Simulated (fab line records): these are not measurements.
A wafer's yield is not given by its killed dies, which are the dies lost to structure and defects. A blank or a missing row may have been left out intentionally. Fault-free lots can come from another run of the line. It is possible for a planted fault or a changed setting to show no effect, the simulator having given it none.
Which tool did it? / flow nand harc / Sampling: 12 lots, 36 wafers, 6 of 1302 route steps

WHAT THE GAUGES READ, wafer by wafer
NHARC_P_M0_CD_MEAS_09 targets a cd of 90 nm. Usual: cd nm reads 90.4 nm (standard deviation 0.77).
lot=L797; measured=day 6 17:22; on=cd sem-02; cd nm (nm)=91.1 90.0 90.3; flag=
lot=L798; measured=day 7 01:20; on=cd sem-02; cd nm (nm)=91.6 92.2 91.3; flag=
lot=L800; measured=day 7 20:28; on=cd sem-03; cd nm (nm)=90.4 89.4 90.4; flag=
lot=L801; measured=day 8 06:47; on=cd sem-01; cd nm (nm)=91.0 92.1 89.6; flag=
lot=L802; measured=day 8 09:34; on=cd sem-02; cd nm (nm)=88.9 89.9 89.0; flag=
lot=L803; measured=day 8 22:55; on=cd sem-02; cd nm (nm)=89.9 90.3 89.8; flag=
lot=L805; measured=day 9 21:53; on=cd sem-02; cd nm (nm)=89.4 90.4 89.9; flag=
lot=L806; measured=day 10 08:26; on=cd sem-03; cd nm (nm)=90.6 89.8 89.8; flag=
lot=L812; measured=day 13 03:32; on=cd sem-01; cd nm (nm)=87.3 87.5 87.2; flag=OFF
lot=L816; measured=day 14 04:46; on=cd sem-01; cd nm (nm)=87.3 87.1 87.0; flag=OFF
lot=L817; measured=day 14 14:50; on=cd sem-03; cd nm (nm)=90.3 90.0 89.1; flag=
lot=L818; measured=day 15 00:54; on=cd sem-01; cd nm (nm)=90.9 90.5 90.2; flag=

NHARC_P_M0_INSPECT_11. Usual: raw defect count reads 4.6 (standard deviation 2.7).
lot=L797; measured=day 6 17:29; on=defect inspect-02; raw defect count=8 5 2; flag=
lot=L798; measured=day 7 01:27; on=defect inspect-01; raw defect count=3 6 1; flag=
lot=L800; measured=day 7 20:36; on=defect inspect-01; raw defect count=2 5 1; flag=
lot=L801; measured=day 8 06:55; on=defect inspect-01; raw defect count=3 2 2; flag=
lot=L802; measured=day 8 09:41; on=defect inspect-01; raw defect count=5 5 3; flag=
lot=L803; measured=day 8 23:02; on=defect inspect-02; raw defect count=2 4 2; flag=
lot=L805; measured=day 9 22:01; on=defect inspect-01; raw defect count=4 4 2; flag=
lot=L806; measured=day 10 08:34; on=defect inspect-02; raw defect count=4 1 2; flag=
lot=L812; measured=day 13 03:39; on=defect inspect-02; raw defect count=7 8 9; flag=
lot=L816; measured=day 14 04:53; on=defect inspect-01; raw defect count=2 3 8; flag=
lot=L817; measured=day 14 14:58; on=defect inspect-01; raw defect count=6 4 2; flag=
lot=L818; measured=day 15 01:02; on=defect inspect-01; raw defect count=6 1 4; flag=

NHARC_END_SORT_01. Usual: value, then standard deviation, for each; defect limited yield 89.9 % / 2.9; killed at array 64 / 20; killed at other 0.7 / 1.1; killed at periphery 3.6 / 2.7; killed dies 68 / 20; killed open 2.8 / 1.9; killed short 2.3 / 1.5.
lot=L816; measured=day 32 23:49; on=prober-02; defect limited yield (%)=93.1 90.7 91.0; killed at array=45 61 59; killed at other=0 0 0; killed at periphery=2 2 2; killed dies=47 63 61; killed open=2 3 0; killed short=0 4 2; flag=

EACH LOT AND THE TOOL THAT RAN IT (in order: tool; ch and the chambers of the sampled wafers; start)
lot=L797; NHARC_P_CONTACT_CVD_23=cvd w-01 ch 0,1, day 6 16:05 or earlier; NHARC_P_CONTACT_CMP_24=cmp-04 ch 0,1,2, day 6 16:05; NHARC_P_M0_PEB_07=litho track-04 ch 0, day 6 17:17
lot=L798; NHARC_P_CONTACT_CVD_23=cvd w-01 ch 0,1, day 7 00:03 or earlier; NHARC_P_CONTACT_CMP_24=cmp-02 ch 0,2,3, day 7 00:03; NHARC_P_M0_PEB_07=litho track-01 ch 0, day 7 01:15
lot=L800; NHARC_P_CONTACT_CVD_23=cvd w-02 ch 0,1, day 7 19:11 or earlier; NHARC_P_CONTACT_CMP_24=cmp-01 ch 1,3, day 7 19:11; NHARC_P_M0_PEB_07=litho track-01 ch 0, day 7 20:23
lot=L801; NHARC_P_CONTACT_CVD_23=cvd w-01 ch 0,1, day 8 05:36 or earlier; NHARC_P_CONTACT_CMP_24=cmp-04 ch 0,3, day 8 05:36; NHARC_P_M0_PEB_07=litho track-06 ch 0, day 8 06:42
lot=L802; NHARC_P_CONTACT_CVD_23=cvd w-01 ch 0,1, day 8 08:16 or earlier; NHARC_P_CONTACT_CMP_24=cmp-02 ch 0,1,3, day 8 08:16; NHARC_P_M0_PEB_07=litho track-04 ch 0, day 8 09:29
lot=L803; NHARC_P_CONTACT_CVD_23=cvd w-02 ch 0,1, day 8 21:37 or earlier; NHARC_P_CONTACT_CMP_24=cmp-02 ch 1,2, day 8 21:37; NHARC_P_M0_PEB_07=litho track-01 ch 0, day 8 22:50
lot=L805; NHARC_P_CONTACT_CVD_23=cvd w-02 ch 0,1, day 9 20:35 or earlier; NHARC_P_CONTACT_CMP_24=cmp-01 ch 2,3, day 9 20:35; NHARC_P_M0_PEB_07=litho track-04 ch 0, day 9 21:49
lot=L806; NHARC_P_CONTACT_CVD_23=cvd w-02 ch 0,1, day 10 07:17 or earlier; NHARC_P_CONTACT_CMP_24=cmp-02 ch 0,1,2, day 10 07:17; NHARC_P_M0_PEB_07=litho track-06 ch 0, day 10 08:21
lot=L812; NHARC_P_CONTACT_CVD_23=cvd w-01 ch 0,1, day 13 02:14 or earlier; NHARC_P_CONTACT_CMP_24=cmp-02 ch 0,1,2, day 13 02:14; NHARC_P_M0_PEB_07=litho track-01 ch 0, day 13 03:27
lot=L816; NHARC_P_CONTACT_CVD_23=cvd w-01 ch 0, day 14 03:28 or earlier; NHARC_P_CONTACT_CMP_24=cmp-04 ch 0,2, day 14 03:28; NHARC_P_M0_PEB_07=litho track-01 ch 0, day 14 04:41
lot=L817; NHARC_P_CONTACT_CVD_23=cvd w-01 ch 0,1, day 14 13:32 or earlier; NHARC_P_CONTACT_CMP_24=cmp-04 ch 0,3, day 14 13:32; NHARC_P_M0_PEB_07=litho track-04 ch 0, day 14 14:45
lot=L818; NHARC_P_CONTACT_CVD_23=cvd w-01 ch 1, day 14 23:37 or earlier; NHARC_P_CONTACT_CMP_24=cmp-02 ch 1,2,3, day 14 23:37; NHARC_P_M0_PEB_07=litho track-06 ch 0, day 15 00:49
- NHARC_P_CONTACT_CVD_23: deposits W, target thk 200 nm, time 557 s.
- NHARC_P_CONTACT_CMP_24: polishes, t overpolish 30 s, target thk 200 nm.
- NHARC_P_M0_PEB_07: peb time 65 s.

AS READ BY THE TOOLS THEMSELVES (means over the sampled wafers that have a number; for cases with no such wafer, the mark the record gives instead)
NHARC_P_CONTACT_CVD_23. Usual: heater power w 471 W, standard deviation 32; mfc h2 sccm 1600 sccm, standard deviation 4.8; throttle valve pct 8.32 %, standard deviation 0.23.
lot=L797; tool=cvd w-01; heater power w (W)=452; mfc h2 sccm (sccm)=1601; throttle valve pct (%)=8.26; flag=
lot=L798; tool=cvd w-01; heater power w (W)=473; mfc h2 sccm (sccm)=1600; throttle valve pct (%)=8.61; flag=
lot=L800; tool=cvd w-02; heater power w (W)=495; mfc h2 sccm (sccm)=1603; throttle valve pct (%)=8.21; flag=
lot=L801; tool=cvd w-01; heater power w (W)=469; mfc h2 sccm (sccm)=1600; throttle valve pct (%)=8.35; flag=
lot=L802; tool=cvd w-01; heater power w (W)=450; mfc h2 sccm (sccm)=1603; throttle valve pct (%)=8.36; flag=
lot=L803; tool=cvd w-02; heater power w (W)=489; mfc h2 sccm (sccm)=1599; throttle valve pct (%)=8.16; flag=
lot=L805; tool=cvd w-02; heater power w (W)=492; mfc h2 sccm (sccm)=1596; throttle valve pct (%)=8.38; flag=
lot=L806; tool=cvd w-02; heater power w (W)=499; mfc h2 sccm (sccm)=1605; throttle valve pct (%)=8.36; flag=
lot=L812; tool=cvd w-01; heater power w (W)=456; mfc h2 sccm (sccm)=1598; throttle valve pct (%)=8.36; flag=
lot=L816; tool=cvd w-01; heater power w (W)=486; mfc h2 sccm (sccm)=1603; throttle valve pct (%)=8.39; flag=
lot=L817; tool=cvd w-01; heater power w (W)=460; mfc h2 sccm (sccm)=1600; throttle valve pct (%)=8.44; flag=
lot=L818; tool=cvd w-01; heater power w (W)=421; mfc h2 sccm (sccm)=1597; throttle valve pct (%)=8.22; flag=

NHARC_P_CONTACT_CMP_24. Usual: edge zone pressure frac 1.001, standard deviation 0.0049; motor current A 12.0 A, standard deviation 1.3; overpolish run s 29.999 s, standard deviation 0.0085; time to endpoint s 40 s, standard deviation 3.6.
lot=L797; tool=cmp-04; edge zone pressure frac=1.000; motor current A (A)=13.0; overpolish run s (s)=30.000; time to endpoint s (s)=32; flag=
lot=L798; tool=cmp-02; edge zone pressure frac=1.001; motor current A (A)=11.4; overpolish run s (s)=30.005; time to endpoint s (s)=40; flag=
lot=L800; tool=cmp-01; edge zone pressure frac=1.000; motor current A (A)=12.6; overpolish run s (s)=29.988; time to endpoint s (s)=43; flag=
lot=L801; tool=cmp-04; edge zone pressure frac=0.999; motor current A (A)=11.1; overpolish run s (s)=29.998; time to endpoint s (s)=34; flag=
lot=L802; tool=cmp-02; edge zone pressure frac=1.008; motor current A (A)=12.3; overpolish run s (s)=30.011; time to endpoint s (s)=38; flag=
lot=L803; tool=cmp-02; edge zone pressure frac=1.004; motor current A (A)=12.0; overpolish run s (s)=29.999; time to endpoint s (s)=43; flag=
lot=L805; tool=cmp-01; edge zone pressure frac=0.997; motor current A (A)=11.4; overpolish run s (s)=30.003; time to endpoint s (s)=35; flag=
lot=L806; tool=cmp-02; edge zone pressure frac=0.997; motor current A (A)=11.9; overpolish run s (s)=30.006; time to endpoint s (s)=41; flag=
lot=L812; tool=cmp-02; edge zone pressure frac=0.998; motor current A (A)=11.9; overpolish run s (s)=29.996; time to endpoint s (s)=41; flag=
lot=L816; tool=cmp-04; edge zone pressure frac=1.009; motor current A (A)=12.2; overpolish run s (s)=30.003; time to endpoint s (s)=36; flag=
lot=L817; tool=cmp-04; edge zone pressure frac=1.001; motor current A (A)=10.9; overpolish run s (s)=29.998; time to endpoint s (s)=36; flag=
lot=L818; tool=cmp-02; edge zone pressure frac=1.006; motor current A (A)=11.8; overpolish run s (s)=29.996; time to endpoint s (s)=44; flag=

NHARC_P_M0_PEB_07. Usual: heater power total W 156.6 W, standard deviation 0.43; plate temp C 100.02 C, standard deviation 0.13.
lot=L797; tool=litho track-04; heater power total W (W)=156.6; plate temp C (C)=99.93; flag=
lot=L798; tool=litho track-01; heater power total W (W)=156.8; plate temp C (C)=99.91; flag=
lot=L800; tool=litho track-01; heater power total W (W)=156.6; plate temp C (C)=100.06; flag=
lot=L801; tool=litho track-06; heater power total W (W)=156.8; plate temp C (C)=99.88; flag=
lot=L802; tool=litho track-04; heater power total W (W)=156.8; plate temp C (C)=99.97; flag=
lot=L803; tool=litho track-01; heater power total W (W)=156.8; plate temp C (C)=100.03; flag=
lot=L805; tool=litho track-04; heater power total W (W)=156.4; plate temp C (C)=99.80; flag=
lot=L806; tool=litho track-06; heater power total W (W)=157.0; plate temp C (C)=100.19; flag=
lot=L812; tool=litho track-01; heater power total W (W)=154.7; plate temp C (C)=99.34; flag=OFF
lot=L816; tool=litho track-01; heater power total W (W)=154.4; plate temp C (C)=99.38; flag=OFF
lot=L817; tool=litho track-04; heater power total W (W)=156.3; plate temp C (C)=100.02; flag=
lot=L818; tool=litho track-06; heater power total W (W)=157.1; plate temp C (C)=100.21; flag=

THE ANSWER, worked out from the rows above alone
Rule: a lot counts as off when the mean over its wafers that have a number is more than 3 standard deviations away from the usual mean. A lot without any number at a reading at which 4 lots or more have one is off too. The other lots that the step has rows for count as sound. The gauges are gone through in route order, then the tools' own readings, and for those a lot's mean is taken as printed above. At the first step where some lot is off, the reading lying furthest off is the one used; lots without a number count as furthest.
Off: L812, L816 (NHARC_P_M0_CD_MEAS_09, cd nm).
A tool fits if, at a process step before that reading, it ran every lot that is off, and no sound lot after the first of them. Not tried: the gauges at NHARC_P_M0_CD_MEAS_09; whatever is off there is also off at NHARC_P_M0_PEB_07, on other tools, and gauge error can't account for it. With no start given for some of its lots, NHARC_P_CONTACT_CVD_23 uses the hours and lot order of NHARC_P_CONTACT_CMP_24. One fits: litho track-01 at NHARC_P_M0_PEB_07. Its last sound lot is L803 (day 8 22:50), its first lot that is off L812 (day 13 03:27): a fault that began between those two fits.
The tool's own readings at NHARC_P_M0_PEB_07 bear it out: on the lots that are off they differ by more than 5 times the standard deviation of the sound lots' means. heater power total W reads 154.6 W there against 156.7 W on the sound lots; plate temp C reads 99.36 C there against 100.00 C on the sound lots.

WHAT THE SIMULATOR HAD PUT IN
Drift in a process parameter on litho track-01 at NHARC_P_M0_PEB_07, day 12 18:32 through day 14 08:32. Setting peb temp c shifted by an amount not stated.
Lots struck among those shown: L812, L816. This agrees with what the rule above found.
